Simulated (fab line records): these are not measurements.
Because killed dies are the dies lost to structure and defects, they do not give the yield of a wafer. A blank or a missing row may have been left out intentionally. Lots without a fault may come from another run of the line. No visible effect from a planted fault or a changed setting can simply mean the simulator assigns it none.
Which tool was responsible? :: flow n5-finfet :: 15 lots, 43 wafers sampled, at 3 steps of a route of 1938

WHAT EACH GAUGE READ, for each wafer
N5_BEOL_M8_INSPECT_58: inspects for defects (darkfield). Usual: raw-defect-count 78, standard deviation 24.
lot: L686
measured: day 9 05:31
on: defect-inspect-01
raw-defect-count: 99 86 108
flag: 

lot: L687
measured: day 9 22:49
on: defect-inspect-01
raw-defect-count: 116 69 63
flag: 

lot: L688
measured: day 10 05:29
on: defect-inspect-02
raw-defect-count: 64 81
flag: 

lot: L689
measured: day 10 11:53
on: defect-inspect-02
raw-defect-count: 56 53 44
flag: 

lot: L691
measured: day 10 18:56
on: defect-inspect-01
raw-defect-count: 72 53 39
flag: 

lot: L693
measured: day 11 02:01
on: defect-inspect-02
raw-defect-count: 92 59 39
flag: 

lot: L692
measured: day 11 02:58
on: defect-inspect-01
raw-defect-count: 52 88 83
flag: 

lot: L694
measured: day 11 18:34
on: defect-inspect-01
raw-defect-count: 91 92
flag: 

lot: L695
measured: day 12 01:38
on: defect-inspect-02
raw-defect-count: 70 53 53
flag: 

lot: L701
measured: day 13 05:59
on: defect-inspect-02
raw-defect-count: 54 80 105
flag: 

lot: L700
measured: day 13 09:04
on: defect-inspect-01
raw-defect-count: 107 122 122
flag: 

lot: L702
measured: day 13 21:16
on: defect-inspect-01
raw-defect-count: 58 68 55
flag: 

lot: L705
measured: day 14 12:06
on: defect-inspect-01
raw-defect-count: 59 68 49
flag: 

lot: L706
measured: day 14 16:21
on: defect-inspect-02
raw-defect-count: 75 119 88
flag: 

lot: L707
measured: day 15 00:10
on: defect-inspect-02
raw-defect-count: 101 45 45
flag: 

N5_BEOL_M9_THK_MEAS_01. Usual: for M9_ILD_THK the level is 267 nm and the standard deviation is 3.5.
lot: L686
measured: day 9 06:22
on: film-metro-01
M9_ILD_THK (nm): 267 265 269
flag: 

lot: L687
measured: day 9 23:26
on: film-metro-02
M9_ILD_THK (nm): 270 272 273
flag: 

lot: L688
measured: day 10 06:07
on: film-metro-02
M9_ILD_THK (nm): 260 268
flag: 

lot: L689
measured: day 10 12:31
on: film-metro-02
M9_ILD_THK (nm): 270 265 268
flag: 

lot: L691
measured: day 10 19:35
on: film-metro-01
M9_ILD_THK (nm): 266 263 266
flag: 

lot: L693
measured: day 11 02:39
on: film-metro-01
M9_ILD_THK (nm): 265 265 267
flag: 

lot: L692
measured: day 11 03:36
on: film-metro-01
M9_ILD_THK (nm): 264 269 273
flag: 

lot: L694
measured: day 11 19:22
on: film-metro-01
M9_ILD_THK (nm): 264 268
flag: 

lot: L695
measured: day 12 02:16
on: film-metro-02
M9_ILD_THK (nm): 267 270 271
flag: 

lot: L701
measured: day 13 06:37
on: film-metro-02
M9_ILD_THK (nm): 266 264 271
flag: 

lot: L700
measured: day 13 09:42
on: film-metro-01
M9_ILD_THK (nm): 263 265 265
flag: 

lot: L702
measured: day 13 22:03
on: film-metro-01
M9_ILD_THK (nm): 269 266 271
flag: 

lot: L705
measured: day 14 12:44
on: film-metro-01
M9_ILD_THK (nm): 264 267 268
flag: 

lot: L706
measured: day 14 16:59
on: film-metro-02
M9_ILD_THK (nm): 266 265 268
flag: 

lot: L707
measured: day 15 00:48
on: film-metro-02
M9_ILD_THK (nm): 266 270 271
flag: 

WHAT TOOL EACH LOT RAN ON (gives the tool, then ch and the chambers of the sampled wafers, and finally the start)
lot: L686
N5_BEOL_M8_ANNEAL_51: rtp-anneal-02 ch 0, day 9 04:38

lot: L687
N5_BEOL_M8_ANNEAL_51: rtp-anneal-02 ch 0, day 9 22:07

lot: L688
N5_BEOL_M8_ANNEAL_51: rtp-anneal-01 ch 0, day 10 04:45

lot: L689
N5_BEOL_M8_ANNEAL_51: rtp-anneal-01 ch 0, day 10 11:06

lot: L691
N5_BEOL_M8_ANNEAL_51: rtp-anneal-02 ch 0, day 10 18:08

lot: L693
N5_BEOL_M8_ANNEAL_51: rtp-anneal-01 ch 0, day 11 01:16

lot: L692
N5_BEOL_M8_ANNEAL_51: rtp-anneal-01 ch 0, day 11 02:15

lot: L694
N5_BEOL_M8_ANNEAL_51: rtp-anneal-02 ch 0, day 11 17:54

lot: L695
N5_BEOL_M8_ANNEAL_51: rtp-anneal-01 ch 0, day 12 00:56

lot: L701
N5_BEOL_M8_ANNEAL_51: rtp-anneal-01 ch 0, day 13 05:16

lot: L700
N5_BEOL_M8_ANNEAL_51: rtp-anneal-01 ch 0, day 13 08:20

lot: L702
N5_BEOL_M8_ANNEAL_51: rtp-anneal-01 ch 0, day 13 20:31

lot: L705
N5_BEOL_M8_ANNEAL_51: rtp-anneal-01 ch 0, day 14 11:20

lot: L706
N5_BEOL_M8_ANNEAL_51: rtp-anneal-02 ch 0, day 14 15:39

lot: L707
N5_BEOL_M8_ANNEAL_51: rtp-anneal-02 ch 0, day 14 23:28
- N5_BEOL_M8_ANNEAL_51: time 90 s.

WHAT THE TOOLS THEMSELVES READ (means of the sampled wafers that have a number; where no wafer has one, the mark that the record gives instead)
N5_BEOL_M8_ANNEAL_51. Usual: wafer_temp_C_max 226.1, standard deviation 0.46.
lot: L686
tool: rtp-anneal-02
wafer_temp_C_max: 225.7
flag: 

lot: L687
tool: rtp-anneal-02
wafer_temp_C_max: 225.5
flag: 

lot: L688
tool: rtp-anneal-01
wafer_temp_C_max: 226.2
flag: 

lot: L689
tool: rtp-anneal-01
wafer_temp_C_max: 226.7
flag: 

lot: L691
tool: rtp-anneal-02
wafer_temp_C_max: 225.8
flag: 

lot: L693
tool: rtp-anneal-01
wafer_temp_C_max: 226.6
flag: 

lot: L692
tool: rtp-anneal-01
wafer_temp_C_max: 226.5
flag: 

lot: L694
tool: rtp-anneal-02
wafer_temp_C_max: 225.8
flag: 

lot: L695
tool: rtp-anneal-01
wafer_temp_C_max: 226.4
flag: 

lot: L701
tool: rtp-anneal-01
wafer_temp_C_max: 226.7
flag: 

lot: L700
tool: rtp-anneal-01
wafer_temp_C_max: 226.6
flag: 

lot: L702
tool: rtp-anneal-01
wafer_temp_C_max: 226.7
flag: 

lot: L705
tool: rtp-anneal-01
wafer_temp_C_max: 226.7
flag: 

lot: L706
tool: rtp-anneal-02
wafer_temp_C_max: 225.9
flag: 

lot: L707
tool: rtp-anneal-02
wafer_temp_C_max: 225.6
flag: 

THE ANSWER, worked out from the rows above alone
Rule: take the mean of a lot's wafers that have a number; if it is more than 3 standard deviations from the usual mean, the lot is off. Also off: a lot with no number at a reading for which 4 or more lots have one. Any other lot the step has rows for is counted as sound. After the gauges, taken in route order, come the tools' own readings; for these a lot's mean is taken, as printed above. The first step at which some lot is off is used, and at that step the reading that is off furthest; a lot without a number counts as furthest.
None of the lots is off at any reading shown; this tells nothing.

WHAT WAS PUT IN BY THE SIMULATOR
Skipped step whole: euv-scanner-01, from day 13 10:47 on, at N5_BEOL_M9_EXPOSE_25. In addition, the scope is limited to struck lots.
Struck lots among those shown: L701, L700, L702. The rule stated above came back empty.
